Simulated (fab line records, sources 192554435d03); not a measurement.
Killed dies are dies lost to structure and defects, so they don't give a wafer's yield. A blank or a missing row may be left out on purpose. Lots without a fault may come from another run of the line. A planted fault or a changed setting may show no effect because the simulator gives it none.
fab line records | flow n5_finfet
record lots=5 wafers=15 last_day=17
route steps=1938 shown BEOL_M7@1270
lots that met no fault: from a run of the same line without faults
start_h: hours from the record's first day to the start of the lot's first wafer shown | wait_h: hours since the lot's step before | " the same as in the row above | L1.1+2: a row that stands for several wafers | - no value, or no start given | * or withheld: withheld | < > ~ a bound
route shown NAME@n: a module of which the file shows steps, and the number in the route of the first | usual: mean/standard deviation of fault-free wafers | same: alike in all rows | chamber/n: place in a boat | sites: the reading at each site | _std_site: their standard deviation | _edge_site: outer sites' mean less inner sites' | radius_mm: how far each site lies from the wafer's centre | mask NAME#n: copy n | behind: the tool/chamber that last shaped the wafer | hold: why the lot was held/for how many hours/how that ended | device: the transistor (n, p or np) that didn't switch | end of line: the same wafers' tests at the end of the route | a step without rows: its recipe alone | killed: dies lost to structure and defects at the first sort, not the wafer's yield | map: a wafer's dies, x killed, . not, _ none there
set.NAME: the setting as run; set.NAME@STEP: as run at that earlier step | model.NAME: the simulator's own value behind a step, which no gauge read
lots at some steps of the route; a table a step, a row a wafer
services: from which hour (start_h, from the record's first day; less than 0 if before it) a tool's chamber was out of use, for how many hours, and why
## steps
# step N5_BEOL_M7_COAT_05
# recipe resist=CAR-ArF spin_rpm=1500 resist_thk_nm=90
# columns lot.wafer tool chamber start_h wait_h
L076.1+4+5 litho_track-02 0 - -
L079.1+2+6 litho_track-05 0 - -
L080.1+3+5 litho_track-02 0 - -
L084.2+4+5 litho_track-03 0 - -
L096.2+3+4 litho_track-03 0 - -
# step N5_BEOL_M7_EBR_07
# recipe solvent=PGMEA ebr_width_mm=1.5
# columns lot.wafer tool chamber start_h wait_h
L076.1+4+5 litho_track-02 0 - -
L079.1+2+6 litho_track-05 0 - -
L080.1+3+5 litho_track-02 0 - -
L084.2+4+5 litho_track-03 0 - -
L096.2+3+4 litho_track-03 0 - -
# step N5_BEOL_M7_SOFTBAKE_06
# recipe temp_c=110 time_s=60 resist=CAR-ArF
# columns lot.wafer tool chamber start_h wait_h
L076.1+4+5 litho_track-02 0 - -
L079.1+2+6 litho_track-05 0 - -
L080.1+3+5 litho_track-02 0 - -
L084.2+4+5 litho_track-03 0 - -
L096.2+3+4 litho_track-03 0 - -
# step N5_BEOL_M7_EXPOSE_08
# recipe mask_id=M7 na=1.35 source_shape=dipole sigma_inner=0.817 sigma_outer=0.97 polarization=te dose_mj=68.25
# columns lot.wafer tool chamber start_h wait_h mask
L076.1+4+5 arfi_scanner-03 0 203.46 - M7#0
L079.1+2+6 arfi_scanner-01 0 210.04 - M7#0
L080.1+3+5 arfi_scanner-01 0 211.42 - M7#0
L084.2+4+5 arfi_scanner-01 0 248.56 - M7#0
L096.2+3+4 arfi_scanner-01 0 323.21 - M7#0
# step N5_BEOL_M7_PEB_09
# recipe peb_temp_c=withheld peb_time_s=60 resist=CAR-ArF
# columns lot.wafer tool chamber start_h wait_h
L076.1+4+5 litho_track-02 0 203.52 0.1
L079.1+2+6 litho_track-03 0 210.10 0.1
L080.1+3+5 litho_track-02 0 211.48 0.1
L084.2+4+5 litho_track-03 0 248.61 0.1
L096.2+3+4 litho_track-03 0 323.27 0.0
# step N5_BEOL_M7_DEVELOP_10
# recipe develop_time_s=30 developer=TMAH resist=CAR-ArF rinse_liquid=diw dry=air_spin dev_temp_c=23
# columns lot.wafer tool chamber start_h wait_h
L076.1+4+5 litho_track-02 0 - -
L079.1+2+6 litho_track-03 0 - -
L080.1+3+5 litho_track-02 0 - -
L084.2+4+5 litho_track-03 0 - -
L096.2+3+4 litho_track-03 0 - -
# step N5_BEOL_M7_CD_MEAS_11
# recipe target_cd_nm=38.5 landing_energy_ev=500 detector=se_inlens polarity=opening
# usual cd_nm=38.6/0.83
# columns lot.wafer tool chamber start_h wait_h cd_nm
L076.1 cd_sem-01 0 203.59 - 37.4
L076.4 " 0 " " 36.9
L076.5 " 0 " " 38.1
L079.1 cd_sem-02 0 210.17 - 39.7
L079.2 " 0 " " 38.9
L079.6 " 0 " " 39.5
L080.1 cd_sem-03 0 211.55 - 38.1
L080.3 " 0 " " 38.2
L080.5 " 0 " " 38.8
L084.2 cd_sem-02 0 248.68 - 38.9
L084.4 " 0 " " 39.2
L084.5 " 0 " " 39.2
L096.2 cd_sem-03 0 323.33 - 39.4
L096.3 " 0 " " 39.9
L096.4 " 0 " " 39.8
# step N5_BEOL_M7_OVL_MEAS_12
# recipe points_per_wafer=44
# usual M7_OVL=-0.1/0.72
# columns lot.wafer tool chamber start_h wait_h M7_OVL[nm]
L076.1 overlay-01 0 203.62 0.0 -0.9
L076.4 " 0 " " -1.0
L076.5 " 0 " " -0.9
L079.1 overlay-01 0 210.20 0.0 -2.1
L079.2 " 0 " " -0.4
L079.6 " 0 " " -0.1
L080.1 overlay-01 0 211.58 0.0 -0.2
L080.3 " 0 " " -0.8
L080.5 " 0 " " -0.9
L084.2 overlay-01 0 248.71 0.0 -0.1
L084.4 " 0 " " -1.3
L084.5 " 0 " " 0.1
L096.2 overlay-02 0 323.36 0.0 -0.5
L096.3 " 0 " " 0.6
L096.4 " 0 " " 0.0
# step N5_BEOL_M7_INSPECT_13
# recipe mode=adi inspect_instrument=brightfield
# usual raw_defect_count=439/120
# columns lot.wafer tool chamber start_h wait_h raw_defect_count
L076.1 defect_inspect-01 - 203.64 0.0 384
L076.4 " - " " 460
L076.5 " - " " 523
L079.1 defect_inspect-02 - 210.22 0.0 532
L079.2 " - " " 527
L079.6 " - " " 482
L080.1 defect_inspect-01 - 211.61 0.0 368
L080.3 " - " " 380
L080.5 " - " " 533
L084.2 defect_inspect-02 - 248.73 0.0 265
L084.4 " - " " 423
L084.5 " - " " 253
L096.2 defect_inspect-01 - 323.39 0.0 327
L096.3 " - " " 304
L096.4 " - " " 332
# step N5_BEOL_M7_DESCUM_16
# recipe chemistry=O2 time_s=7.9 source_power_w=50 bias_power_w=20 pressure_mtorr=20 rf_frequency_hz=2.712e+07 temp_c=40 resist=CAR-ArF o2_flow_sccm=225
# usual drypump_motor_current_A=5.7/0.38 o2_flow_sccm=224.9/0.64 oes_product_au=0.82/0.077 rf_vpp_V=243.6/1.2 showerhead_plenum_p_Torr=2.12/0.045 throttle_valve_pct=20.26/0.26
# columns lot.wafer tool chamber start_h wait_h drypump_motor_current_A o2_flow_sccm oes_product_au rf_hours_counter_h rf_vpp_V showerhead_plenum_p_Torr throttle_valve_pct
L076.1 rie_diel-05 2 203.73 0.1 5.7 223.8 0.91 30 243.5 2.12 20.04
L076.4 " 1 " " 5.6 224.7 0.86 50 243.8 2.13 20.25
L076.5 " 1 " " 5.6 225.7 0.87 - 244.8 2.13 20.24
L079.1 rie_diel-05 1 211.73 1.5 5.6 225.7 0.87 54 242.9 2.13 20.26
L079.2 " 2 " " 5.7 225.5 0.90 33 244.1 2.12 20.02
L079.6 " 0 " " 5.0 224.6 0.69 - 245.0 2.16 20.38
L080.1 rie_diel-04 0 213.58 2.0 5.4 224.3 0.74 184 245.2 2.14 20.31
L080.3 " 2 " " 6.0 225.3 0.97 8 245.1 2.14 20.50
L080.5 " 0 " " 5.4 225.1 0.75 - 243.8 2.14 20.29
L084.2 rie_diel-01 2 248.90 0.2 5.8 225.2 0.85 55 244.1 2.07 20.79
L084.4 " 2 " " 5.8 225.6 0.85 - 242.8 2.07 20.80
L084.5 " 3 " " 6.2 225.0 0.88 - 243.0 2.05 20.08
L096.2 rie_diel-05 1 323.42 0.0 5.6 225.2 0.82 85 243.3 2.12 20.31
L096.3 " 3 " " 5.8 224.9 0.81 43 243.2 2.12 19.77
L096.4 " 3 " " 5.8 224.1 0.82 - 243.7 2.12 19.76
# step N5_BEOL_M7_ETCH_61
# recipe chemistry=CF4 target=SiARC target_depth_a=455 mask_material=CAR-ArF time_s=75.8 ion_energy_ev=80 pressure_mtorr=40 source_w=545 bias_w=36 Ar_flow_sccm=100 cf4_flow_sccm=100 ends=cleared
# usual drypump_motor_current_A=5.7/0.38 etch_rf_on_time_s=76.1/2.5 oes_product_au=0.70/0.067 rf_vpp_V=184.4/1 showerhead_plenum_p_Torr=2.17/0.047 throttle_valve_pct=15.48/0.2
# columns lot.wafer tool chamber start_h wait_h drypump_motor_current_A etch_rf_on_time_s oes_product_au rf_hours_counter_h rf_vpp_V showerhead_plenum_p_Torr throttle_valve_pct
L076.1 rie_diel-05 2 203.76 0.0 5.7 77.1 0.76 30 183.6 2.17 15.29
L076.4 " 1 " " 5.6 77.4 0.73 50 182.5 2.19 15.47
L076.5 " 1 " " 5.6 77.4 0.73 - 186.0 2.19 15.48
L079.1 rie_diel-05 1 211.76 0.0 5.6 78.5 0.72 54 186.1 2.19 15.48
L079.2 " 2 " " 5.7 78.4 0.75 33 185.1 2.17 15.31
L079.6 " 0 " " 5.0 73.8 0.61 - 184.5 2.20 15.54
L080.1 rie_diel-04 0 213.62 0.0 5.4 76.6 0.62 184 184.3 2.22 15.72
L080.3 " 2 " " 6.0 73.9 0.83 8 184.7 2.17 15.52
L080.5 " 0 " " 5.4 76.8 0.62 - 185.4 2.22 15.72
L084.2 rie_diel-01 2 248.94 0.0 5.8 73.7 0.73 55 183.9 2.10 15.78
L084.4 " 2 " " 5.8 73.5 0.74 - 182.5 2.10 15.77
L084.5 " 3 " " 6.2 74.8 0.78 - 182.7 2.10 15.19
L096.2 rie_diel-05 1 323.45 0.0 5.6 77.1 0.69 85 183.4 2.18 15.54
L096.3 " 3 " " 5.8 81.0 0.70 43 185.0 2.21 15.21
L096.4 " 3 " " 5.8 81.2 0.70 - 186.3 2.21 15.20
# step N5_BEOL_M7_ETCH_62
# recipe chemistry=N2/H2 target=SOC target_depth_a=1100 overetch_a=220 mask_material=SiARC temp_c=40 time_s=165 ion_energy_ev=200 pressure_mtorr=30 source_w=840 bias_w=150 n2_flow_sccm=200 h2_flow_sccm=200
# usual drypump_motor_current_A=5.7/0.38 oes_product_au=0.69/0.066 rf_vpp_V=524.9/1.8 showerhead_plenum_p_Torr=2.57/0.065 throttle_valve_pct=17.62/0.25
# columns lot.wafer tool chamber start_h wait_h drypump_motor_current_A oes_product_au rf_hours_counter_h rf_vpp_V showerhead_plenum_p_Torr throttle_valve_pct
L076.1 rie_diel-05 2 203.82 0.0 5.7 0.77 30 524.9 2.58 17.45
L076.4 " 1 " " 5.6 0.73 50 524.8 2.59 17.66
L076.5 " 1 " " 5.6 0.73 - 522.8 2.59 17.68
L079.1 rie_diel-05 1 211.82 0.0 5.6 0.72 54 525.7 2.58 17.68
L079.2 " 2 " " 5.7 0.76 33 525.3 2.58 17.48
L079.6 " 0 " " 5.0 0.59 - 525.5 2.62 17.78
L080.1 rie_diel-04 0 213.67 0.0 5.4 0.63 184 525.5 2.62 17.72
L080.3 " 2 " " 6.0 0.80 8 525.4 2.59 17.69
L080.5 " 0 " " 5.4 0.62 - 525.5 2.62 17.72
L084.2 rie_diel-01 2 248.99 0.0 5.8 0.73 55 521.8 2.47 17.88
L084.4 " 2 " " 5.8 0.72 - 521.0 2.47 17.88
L084.5 " 3 " " 6.2 0.77 - 521.4 2.50 17.54
L096.2 rie_diel-05 1 323.51 0.0 5.6 0.69 85 525.5 2.57 17.75
L096.3 " 3 " " 5.8 0.72 43 524.3 2.57 17.05
L096.4 " 3 " " 5.8 0.73 - 525.0 2.57 17.06
# step N5_BEOL_M7_STRIP_68
# recipe chemistry=N2/H2 temp_c=40 n2_flow_sccm=200 h2_flow_sccm=200 rf_frequency_hz=6e+07
# columns lot.wafer tool chamber start_h wait_h
L076.1+4+5 rie_diel-05 2,1,1 203.96 0.1
L079.1+2+6 rie_diel-05 1,2,0 211.96 0.1
L080.1+3+5 rie_diel-04 0,2,0 213.81 0.1
L084.2+4+5 rie_diel-01 2,2,3 249.13 0.1
L096.2+3+4 rie_diel-05 1,3,3 323.65 0.1
# step N5_BEOL_M7_STRIP_67
# recipe chemistry=CF4 resist=SiARC power_w=300 bias_power_w=75 pressure_mtorr=50 cf4_flow_sccm=150 rf_frequency_hz=6e+07
# usual drypump_motor_current_A=5.6/0.37 oes_product_au=0.82/0.079 rf_vpp_V=271.6/1.3 showerhead_plenum_p_Torr=1.82/0.044 throttle_valve_pct=13.45/0.22
# columns lot.wafer tool chamber start_h wait_h drypump_motor_current_A oes_product_au rf_hours_counter_h rf_vpp_V showerhead_plenum_p_Torr throttle_valve_pct
L076.1 rie_diel-05 2 203.97 0.0 5.7 0.90 30 270.4 1.83 13.30
L076.4 " 1 " " 5.6 0.85 50 271.5 1.83 13.38
L076.5 " 1 " " 5.6 0.87 - 272.2 1.83 13.40
L079.1 rie_diel-05 1 211.97 0.0 5.6 0.85 54 271.8 1.83 13.40
L079.2 " 2 " " 5.7 0.90 33 271.5 1.83 13.28
L079.6 " 0 " " 5.0 0.70 - 272.9 1.84 13.53
L080.1 rie_diel-04 0 213.82 0.0 5.4 0.74 184 273.2 1.86 13.72
L080.3 " 2 " " 6.0 0.95 8 273.1 1.81 13.44
L080.5 " 0 " " 5.4 0.74 - 272.4 1.86 13.73
L084.2 rie_diel-01 2 249.14 0.0 5.8 0.85 55 271.1 1.76 13.68
L084.4 " 2 " " 5.8 0.85 - 269.9 1.76 13.69
L084.5 " 3 " " 6.2 0.89 - 272.9 1.74 13.09
L096.2 rie_diel-05 1 323.66 0.0 5.6 0.81 85 270.8 1.82 13.46
L096.3 " 3 " " 5.8 0.86 43 273.2 1.85 13.14
L096.4 " 3 " " 5.8 0.86 - 272.1 1.85 13.14
# step N5_BEOL_M7_HM_OPEN_17
# recipe chemistry=Cl2/BCl3 target_depth_a=200 overetch_a=60 target=TiN mask_material=SOC ion_energy_ev=150 pressure_mtorr=10 icp_w=1000 bias_w=126 Cl2_flow_sccm=53.25 bcl3_flow_sccm=21.75 Ar_flow_sccm=25
# usual drypump_motor_current_A=5.7/0.41 oes_product_au=0.70/0.086 throttle_valve_pct=22.31/0.2
# columns lot.wafer tool chamber start_h wait_h drypump_motor_current_A oes_product_au rf_hours_counter_h throttle_valve_pct
L076.1 rie_metal-03 0 204.01 0.0 6.0 0.60 84 22.50
L076.4 " 0 " " 6.0 0.60 - 22.50
L076.5 " 1 " " 6.0 0.77 - 22.05
L079.1 rie_metal-01 1 212.01 0.0 5.8 0.74 20 22.25
L079.2 " 0 " " 5.6 0.80 5 22.30
L079.6 " 1 " " 5.9 0.72 - 22.25
L080.1 rie_metal-03 1 213.86 0.0 6.0 0.78 12 22.05
L080.3 " 0 " " 6.0 0.60 - 22.50
L080.5 " 0 " " 6.0 0.60 - 22.50
L084.2 rie_metal-01 0 249.18 0.0 5.6 0.78 8 22.30
L084.4 " 1 " " 5.9 0.72 - 22.24
L084.5 " 0 " " 5.6 0.77 - 22.29
L096.2 rie_metal-03 0 323.70 0.0 6.1 0.58 94 22.52
L096.3 " 0 " " 6.0 0.58 - 22.54
L096.4 " 1 " " 6.0 0.74 - 22.07
# step N5_BEOL_M7_STRIP_19
# recipe chemistry=O2 power_w=400 temp_c=40 pressure_mtorr=30 rf_frequency_hz=6e+07 bias_power_w=0 overash_fraction=0.2 o2_flow_sccm=225
# usual drypump_motor_current_A=5.6/0.41 o2_flow_sccm=224.9/0.58 oes_product_au=0.81/0.077 rf_vpp_V=3.5/0.56 showerhead_plenum_p_Torr=2.13/0.04 throttle_valve_pct=16.54/0.22
# columns lot.wafer tool chamber start_h wait_h drypump_motor_current_A o2_flow_sccm oes_product_au rf_hours_counter_h rf_vpp_V showerhead_plenum_p_Torr throttle_valve_pct
L076.1 rie_diel-01 1 204.21 0.2 5.7 226.0 0.86 67 3.3 2.22 16.70
L076.4 " 3 " " 6.2 225.6 0.92 11 2.9 2.06 16.25
L076.5 " 2 " " 5.8 225.5 0.88 - 2.6 2.08 16.96
L079.1 rie_diel-05 2 212.29 0.2 5.7 225.3 0.90 34 3.6 2.12 16.31
L079.2 " 0 " " 5.0 224.9 0.69 224 4.1 2.17 16.64
L079.6 " 3 " " 5.8 225.2 0.87 - 3.9 2.13 15.99
L080.1 rie_diel-04 1 214.08 0.2 4.9 225.0 0.75 178 4.0 2.15 16.40
L080.3 " 0 " " 5.4 224.2 0.73 184 2.6 2.15 16.62
L080.5 " 0 " " 5.4 224.6 0.74 - 3.4 2.15 16.61
L084.2 rie_diel-01 1 249.29 0.1 5.7 225.1 0.83 78 3.9 2.22 16.69
L084.4 " 2 " " 5.8 224.0 0.85 - 3.4 2.08 16.94
L084.5 " 1 " " 5.7 225.4 0.83 - 3.6 2.22 16.70
L096.2 rie_diel-04 2 323.87 0.1 6.0 225.2 0.88 46 2.8 2.14 16.77
L096.3 " 3 " " 6.1 225.6 0.78 157 4.7 2.12 16.44
L096.4 " 1 " " 4.9 224.6 0.71 213 4.0 2.14 16.46
# step N5_BEOL_M7_CD_MEAS_18
# recipe pitch_nm=80 target_cd_nm=40
# usual cd_nm=40.1/0.88
# columns lot.wafer tool chamber start_h wait_h cd_nm
L076.1 cd_sem-02 - 204.28 0.0 38.6
L076.4 " - " " 38.2
L076.5 " - " " 39.8
L079.1 cd_sem-02 - 212.36 0.0 40.8
L079.2 " - " " 40.4
L079.6 " - " " 40.8
L080.1 cd_sem-03 - 214.15 0.0 39.3
L080.3 " - " " 40.1
L080.5 " - " " 39.8
L084.2 cd_sem-02 - 249.36 0.1 40.7
L084.4 " - " " 40.8
L084.5 " - " " 40.5
L096.2 cd_sem-01 - 323.94 0.1 40.9
L096.3 " - " " 40.8
L096.4 " - " " 41.1
# step N5_BEOL_M7_COAT_63
# recipe resist=SOC temp_c=250 time_s=60 spin_rpm=1500 resist_thk_nm=60
# columns lot.wafer tool chamber start_h wait_h
L076.1+4+5 litho_track-02 0 204.82 0.5
L079.1+2+6 litho_track-02 0 212.43 0.1
L080.1+3+5 litho_track-05 0 215.21 1.1
L084.2+4+5 litho_track-03 0 249.40 0.0
L096.2+3+4 litho_track-05 0 325.48 1.5
# step N5_BEOL_M7_COAT_64
# recipe resist=SiARC temp_c=220 time_s=60 spin_rpm=1500 resist_thk_nm=12
# columns lot.wafer tool chamber start_h wait_h
L076.1+4+5 litho_track-02 0 - -
L079.1+2+6 litho_track-02 0 - -
L080.1+3+5 litho_track-05 0 - -
L084.2+4+5 litho_track-03 0 - -
L096.2+3+4 litho_track-05 0 - -
# step N5_BEOL_M7_COAT_71
# recipe resist=underlayer temp_c=205 time_s=60 spin_rpm=1500 resist_thk_nm=5
# columns lot.wafer tool chamber start_h wait_h
L076.1+4+5 litho_track-02 0 - -
L079.1+2+6 litho_track-02 0 - -
L080.1+3+5 litho_track-05 0 - -
L084.2+4+5 litho_track-03 0 - -
L096.2+3+4 litho_track-05 0 - -
# step N5_BEOL_M7_COAT_22
# recipe resist=CAR-EUV spin_rpm=1500 resist_thk_nm=30
# columns lot.wafer tool chamber start_h wait_h
L076.1+4+5 litho_track-02 0 - -
L079.1+2+6 litho_track-02 0 - -
L080.1+3+5 litho_track-05 0 - -
L084.2+4+5 litho_track-03 0 - -
L096.2+3+4 litho_track-05 0 - -
# step N5_BEOL_M7_EBR_24
# recipe solvent=PGMEA ebr_width_mm=1.5
# columns lot.wafer tool chamber start_h wait_h
L076.1+4+5 litho_track-02 0 - -
L079.1+2+6 litho_track-02 0 - -
L080.1+3+5 litho_track-05 0 - -
L084.2+4+5 litho_track-03 0 - -
L096.2+3+4 litho_track-05 0 - -
# step N5_BEOL_M7_SOFTBAKE_23
# recipe temp_c=110 time_s=60 resist=CAR-EUV
# columns lot.wafer tool chamber start_h wait_h
L076.1+4+5 litho_track-02 0 - -
L079.1+2+6 litho_track-02 0 - -
L080.1+3+5 litho_track-05 0 - -
L084.2+4+5 litho_track-03 0 - -
L096.2+3+4 litho_track-05 0 - -
# step N5_BEOL_M7_EXPOSE_25
# recipe mask_id=V6 na=0.33 source_shape=annular sigma_inner=0.4 sigma_outer=0.8 polarization=unpolarized target_cd_nm=40 dose_mj=42.5
# columns lot.wafer tool chamber start_h wait_h mask
L076.1+4+5 euv_scanner-02 0 205.08 - V6#0
L079.1+2+6 euv_scanner-02 0 212.56 - V6#0
L080.1+3+5 euv_scanner-02 0 215.36 - V6#0
L084.2+4+5 euv_scanner-01 0 249.54 - V6#0
L096.2+3+4 euv_scanner-02 0 325.82 - V6#0
# step N5_BEOL_M7_PEB_26
# recipe peb_temp_c=100 peb_time_s=60 resist=CAR-EUV
# columns lot.wafer tool chamber start_h wait_h
L076.1+4+5 litho_track-03 0 205.15 0.1
L079.1+2+6 litho_track-02 0 212.63 0.1
L080.1+3+5 litho_track-05 0 215.43 0.1
L084.2+4+5 litho_track-03 0 249.60 0.1
L096.2+3+4 litho_track-02 0 325.88 0.1
# step N5_BEOL_M7_DEVELOP_27
# recipe develop_time_s=30 developer=TMAH resist=CAR-EUV rinse_liquid=surfactant_rinse dry=air_spin dev_temp_c=23
# columns lot.wafer tool chamber start_h wait_h
L076.1+4+5 litho_track-03 0 - -
L079.1+2+6 litho_track-02 0 - -
L080.1+3+5 litho_track-05 0 - -
L084.2+4+5 litho_track-03 0 - -
L096.2+3+4 litho_track-02 0 - -
# step N5_BEOL_M7_CD_MEAS_28
# recipe target_cd_nm=40 landing_energy_ev=500 detector=se_inlens
# usual cd_nm=40.01/0.26
# columns lot.wafer tool chamber start_h wait_h cd_nm
L076.1 cd_sem-01 0 205.21 - 40.08
L076.4 " 0 " " 40.41
L076.5 " 0 " " 40.59
L079.1 cd_sem-02 0 212.69 - 40.17
L079.2 " 0 " " 39.54
L079.6 " 0 " " 40.09
L080.1 cd_sem-01 0 215.49 - 40.22
L080.3 " 0 " " 39.67
L080.5 " 0 " " 39.89
L084.2 cd_sem-03 0 249.67 - 40.02
L084.4 " 0 " " 40.23
L084.5 " 0 " " 39.85
L096.2 cd_sem-03 0 325.95 - 40.07
L096.3 " 0 " " 39.98
L096.4 " 0 " " 39.60
# step N5_BEOL_M7_OVL_MEAS_29
# recipe points_per_wafer=522
# usual V6_OVL=0.5/0.75
# columns lot.wafer tool chamber start_h wait_h V6_OVL[nm]
L076.1 overlay-01 0 205.24 0.0 0.5
L076.4 " 0 " " 0.5
L076.5 " 0 " " 0.3
L079.1 overlay-02 0 212.73 0.0 0.9
L079.2 " 0 " " 0.5
L079.6 " 0 " " 1.1
L080.1 overlay-02 0 215.52 0.0 1.5
L080.3 " 0 " " 1.6
L080.5 " 0 " " 0.5
L084.2 overlay-01 0 249.70 0.0 0.5
L084.4 " 0 " " 0.9
L084.5 " 0 " " 0.5
L096.2 overlay-01 0 325.99 0.0 0.8
L096.3 " 0 " " 0.5
L096.4 " 0 " " 0.7
# step N5_BEOL_M7_INSPECT_30
# recipe mode=adi inspect_instrument=brightfield
# usual raw_defect_count=446/120
# columns lot.wafer tool chamber start_h wait_h raw_defect_count
L076.1 defect_inspect-02 - 205.30 0.1 407
L076.4 " - " " 481
L076.5 " - " " 518
L079.1 defect_inspect-02 - 212.78 0.1 543
L079.2 " - " " 536
L079.6 " - " " 463
L080.1 defect_inspect-02 - 215.58 0.1 391
L080.3 " - " " 395
L080.5 " - " " 517
L084.2 defect_inspect-01 - 249.76 0.0 276
L084.4 " - " " 412
L084.5 " - " " 256
L096.2 defect_inspect-02 - 326.04 0.0 325
L096.3 " - " " 315
L096.4 " - " " 341
# step N5_BEOL_M7_DESCUM_33
# recipe chemistry=O2 time_s=7 source_power_w=50 bias_power_w=20 pressure_mtorr=20 rf_frequency_hz=2.712e+07 temp_c=40 resist=CAR-EUV o2_flow_sccm=225
# usual drypump_motor_current_A=5.6/0.37 o2_flow_sccm=225.0/0.61 oes_product_au=0.82/0.081 rf_vpp_V=243.8/0.89 showerhead_plenum_p_Torr=2.127/0.026 throttle_valve_pct=20.18/0.25
# columns lot.wafer tool chamber start_h wait_h drypump_motor_current_A o2_flow_sccm oes_product_au rf_hours_counter_h rf_vpp_V showerhead_plenum_p_Torr throttle_valve_pct
L076.1 rie_diel-04 0 205.34 0.0 5.4 225.8 0.74 179 244.8 2.146 20.30
L076.4 " 1 " " 5.0 224.3 0.75 - 243.5 2.151 20.06
L076.5 " 0 " " 5.4 224.9 0.73 - 244.2 2.146 20.31
L079.1 rie_diel-05 2 214.16 1.4 5.6 224.9 0.90 35 244.0 2.119 20.04
L079.2 " 1 " " 5.6 224.8 0.87 55 244.8 2.128 20.23
L079.6 " 1 " " 5.6 224.9 0.86 - 244.2 2.128 20.27
L080.1 rie_diel-05 1 215.83 0.2 5.6 225.9 0.85 56 242.7 2.128 20.27
L080.3 " 2 " " 5.7 224.4 0.89 35 242.9 2.118 20.03
L080.5 " 2 " " 5.7 224.8 0.89 - 242.7 2.119 20.05
L084.2 rie_diel-05 3 250.11 0.3 5.8 225.3 0.87 26 243.8 2.121 19.74
L084.4 " 0 " " 5.0 224.5 0.69 236 244.5 2.157 20.38
L084.5 " 3 " " 5.8 225.4 0.86 - 243.5 2.122 19.71
L096.2 rie_diel-05 3 326.25 0.2 5.8 225.5 0.82 44 242.0 2.115 19.74
L096.3 " 1 " " 5.6 225.1 0.81 86 244.0 2.117 20.31
L096.4 " 2 " " 5.7 225.7 0.85 - 244.1 2.108 20.08
# step N5_BEOL_M7_ETCH_72
# recipe chemistry=N2/H2 target=underlayer target_depth_a=65 mask_material=CAR-EUV time_s=5.2 ion_energy_ev=200 pressure_mtorr=30 source_w=840 bias_w=150 n2_flow_sccm=200 h2_flow_sccm=200 ends=cleared
# usual drypump_motor_current_A=5.6/0.37 etch_rf_on_time_s=5.25/0.19 oes_product_au=0.69/0.065 rf_vpp_V=525.2/1.4 showerhead_plenum_p_Torr=2.58/0.042 throttle_valve_pct=17.59/0.27
# columns lot.wafer tool chamber start_h wait_h drypump_motor_current_A etch_rf_on_time_s oes_product_au rf_hours_counter_h rf_vpp_V showerhead_plenum_p_Torr throttle_valve_pct
L076.1 rie_diel-04 0 205.37 0.0 5.4 5.27 0.62 179 528.6 2.63 17.74
L076.4 " 1 " " 5.0 5.04 0.64 - 524.0 2.66 17.77
L076.5 " 0 " " 5.4 5.29 0.63 - 526.3 2.63 17.75
L079.1 rie_diel-05 2 214.19 0.0 5.7 5.32 0.75 35 523.7 2.58 17.50
L079.2 " 1 " " 5.6 5.35 0.72 55 523.6 2.58 17.72
L079.6 " 1 " " 5.6 5.29 0.72 - 525.6 2.58 17.72
L080.1 rie_diel-05 1 215.86 0.0 5.6 5.30 0.72 56 524.6 2.58 17.71
L080.3 " 2 " " 5.7 5.36 0.74 35 524.3 2.58 17.51
L080.5 " 2 " " 5.7 5.34 0.74 - 525.5 2.58 17.48
L084.2 rie_diel-05 3 250.14 0.0 5.8 5.63 0.72 26 525.1 2.57 17.06
L084.4 " 0 " " 5.0 5.01 0.61 236 522.8 2.61 17.84
L084.5 " 3 " " 5.8 5.62 0.73 - 524.3 2.57 17.09
L096.2 rie_diel-05 3 326.29 0.0 5.8 5.68 0.69 44 525.0 2.57 17.10
L096.3 " 1 " " 5.6 5.28 0.69 86 524.1 2.57 17.77
L096.4 " 2 " " 5.7 5.37 0.71 - 526.2 2.56 17.55
# step N5_BEOL_M7_ETCH_65
# recipe chemistry=CF4 target=SiARC target_depth_a=156 mask_material=CAR-EUV time_s=26 ion_energy_ev=80 pressure_mtorr=40 source_w=545 bias_w=36 Ar_flow_sccm=100 cf4_flow_sccm=100 ends=cleared
# usual drypump_motor_current_A=5.6/0.37 etch_rf_on_time_s=26.3/0.93 oes_product_au=0.69/0.065 rf_vpp_V=184.4/0.86 showerhead_plenum_p_Torr=2.183/0.029 throttle_valve_pct=15.44/0.18
# columns lot.wafer tool chamber start_h wait_h drypump_motor_current_A etch_rf_on_time_s oes_product_au rf_hours_counter_h rf_vpp_V showerhead_plenum_p_Torr throttle_valve_pct
L076.1 rie_diel-04 0 205.39 0.0 5.4 26.4 0.63 179 184.5 2.222 15.72
L076.4 " 1 " " 4.9 25.2 0.64 - 182.5 2.189 15.33
L076.5 " 0 " " 5.4 26.5 0.63 - 183.5 2.222 15.72
L079.1 rie_diel-05 2 214.21 0.0 5.7 26.9 0.75 35 183.7 2.173 15.31
L079.2 " 1 " " 5.6 26.7 0.72 55 184.5 2.187 15.48
L079.6 " 1 " " 5.6 26.7 0.72 - 183.6 2.187 15.48
L080.1 rie_diel-05 1 215.88 0.0 5.6 26.9 0.71 56 184.8 2.186 15.49
L080.3 " 2 " " 5.6 27.0 0.75 35 183.5 2.173 15.32
L080.5 " 2 " " 5.7 27.0 0.74 - 185.9 2.173 15.31
L084.2 rie_diel-05 3 250.16 0.0 5.7 27.6 0.72 26 184.9 2.214 15.16
L084.4 " 0 " " 5.0 25.1 0.61 236 185.9 2.200 15.57
L084.5 " 3 " " 5.8 27.6 0.73 - 183.4 2.215 15.17
L096.2 rie_diel-05 3 326.30 0.0 5.8 27.7 0.70 44 185.2 2.208 15.22
L096.3 " 1 " " 5.6 26.5 0.68 86 185.4 2.176 15.55
L096.4 " 2 " " 5.6 26.5 0.72 - 183.9 2.162 15.38
## services
# columns tool chamber start_h hours kind
euv_scanner-02 - 185.06 0.1 repair
arfi_scanner-03 - 185.23 1.3 pm
arfi_scanner-01 - 190.56 0.8 pm
arfi_scanner-01 - 193.64 1.3 pm
euv_scanner-02 - 199.81 1.0 pm
rie_diel-05 - 200.69 1.2 repair
rie_diel-04 3 204.29 12.3 repair
rie_diel-01 - 205.20 14.6 pm
rie_diel-05 0 231.27 1.3 repair
euv_scanner-02 - 238.49 4.6 pm
rie_diel-01 2 241.99 4.6 repair
arfi_scanner-01 - 245.42 3.1 pm
euv_scanner-02 - 255.96 1.0 pm
euv_scanner-02 - 258.27 1.9 repair
rie_metal-03 - 259.59 0.7 repair
rie_metal-03 0 260.65 6.9 repair
euv_scanner-02 - 262.25 1.5 repair
rie_metal-01 0 269.93 3.0 repair
arfi_scanner-01 - 278.25 1.0 pm
rie_diel-01 2 279.08 5.3 repair
rie_metal-03 - 291.48 2.8 pm
rie_diel-05 0 301.90 5.6 repair
euv_scanner-02 - 312.11 1.0 pm
arfi_scanner-01 - 319.14 1.3 pm
## key
fault none
